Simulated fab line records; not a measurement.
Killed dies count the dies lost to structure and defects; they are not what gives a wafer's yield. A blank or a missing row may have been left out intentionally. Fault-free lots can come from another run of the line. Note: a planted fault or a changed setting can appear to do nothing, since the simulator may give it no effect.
A struck lot beside a sound one -- flow nandHarc -- 13 out of 1159 route steps
Sound: the wafers L485.1, L485.4, L485.5. Struck: wafer L490.3 (left out: L490.2, a lot-mate that was not struck); the cause follows at the end.
At each step with rows: each side's tool, then ch and its chambers, then its first start. Under that, the readings that differ: sound wafers -- struck wafers -- difference of the means -- sigmas: that difference in standard deviations of wafers without a fault.
alike: words and numbers the same on both sides, and readings whose means are apart by under 2 such deviations; not compared: readings that were withheld, readings missing a value for some wafer, numbers with overlapping values and no deviation given by the record, and bounds like >300 which may hide the same value.
The two part at a step that has a row with sigmas, a row that says differs or no value, or rows on one side only. When numbers do not overlap yet have no deviation, they are printed without sigmas and do not part them. A reading missing from all wafers of one side parts the sides only when that side holds two or more wafers.

first, 1 step without rows for these wafers: NHARC_A_BONDPAD_DEGAS_25 (time 60 s).
NHARC_A_BONDPAD_PRE_CLEAN_26: time 30 s.
  sound on pvdSputter-02; struck on pvdSputter-02
  alike: heaterPowerW
NHARC_A_BONDPAD_PVD_17: deposits TaN, target thk 5 nm, time 8.06 s.
  sound on pvdSputter-02; struck on pvdSputter-02
reading,sound,struck,difference,sigmas
biasV (V),166.8 168.6 167.2,163.2,-4.3,-3
throttleValvePct (%),29.7 29.0 29.6,32.9,+3.5,+2
NHARC_A_BONDPAD_PVD_27: deposits Cu, target thk 30 nm, time 20.49 s.
  sound on pvdSputter-02; struck on pvdSputter-02
  alike: throttleValvePct
then, 1 step without rows for these wafers: NHARC_A_BONDPAD_ECD_18 (material Cu, target thk 400 nm).
NHARC_A_BONDPAD_ANNEAL_28: time 90 s.
  sound on rtpAnneal-01 ch 0, day 19 16:57; struck on rtpAnneal-01 ch 0, day 20 16:05
  alike: annealTempC, wafer_temp_C_max
NHARC_A_BONDPAD_CMP_19: polishes, t overpolish 30 s, cu recess touch 16 s, target thk 169.8 nm.
  sound on cmp-02 ch 0,1,2, day 19 17:19; struck on cmp-03 ch 0, day 20 16:23
  alike: motorCurrentA, overpolishRunS
NHARC_A_BONDPAD_THK_MEAS_20: measures by xrf.
  sound on filmMetro-01 at day 19 17:37; struck on filmMetro-01 at day 20 16:43
  alike: thkNm
then, 1 step without rows for these wafers: NHARC_A_BONDPAD_SRD_21 (time 30 s, dry time 20 s).
NHARC_A_BONDPAD_INSPECT_23:
  sound on defectInspect-01 at day 19 17:52; struck on defectInspect-02 at day 20 16:56
reading,sound,struck,difference,sigmas
rawDefectCount,717 876 770,405,-383,-3
NHARC_HYBRID_BOND_ACTIVATE_00: chemistry N2, time 60 s.
  sound on rieDiel-02 ch 1,2,3, day 19 17:56; struck on rieDiel-02 ch 3, day 20 16:59
reading,sound,struck,difference,sigmas
runLengthS (s),82.0 81.5 82.0,69.9,-11.9,-25
  alike: drypumpMotorCurrentA, oesProductAu, rfVppV, showerheadPlenumPTorr
  not compared: rfHoursCounterH
then, 1 step without rows for these wafers: NHARC_HYBRID_BOND_PRECLEAN_01 (cleans in DIW, time 300 s).
NHARC_END_SORT_01:
  the record has rows for the sound wafers here (prober-01 ch 0, day 20 22:23) and none for the struck ones

WHERE THEY PART
At NHARC_A_BONDPAD_PVD_17 first; at NHARC_END_SORT_01 last (within this record only).

WHY: what had been put in by the simulator
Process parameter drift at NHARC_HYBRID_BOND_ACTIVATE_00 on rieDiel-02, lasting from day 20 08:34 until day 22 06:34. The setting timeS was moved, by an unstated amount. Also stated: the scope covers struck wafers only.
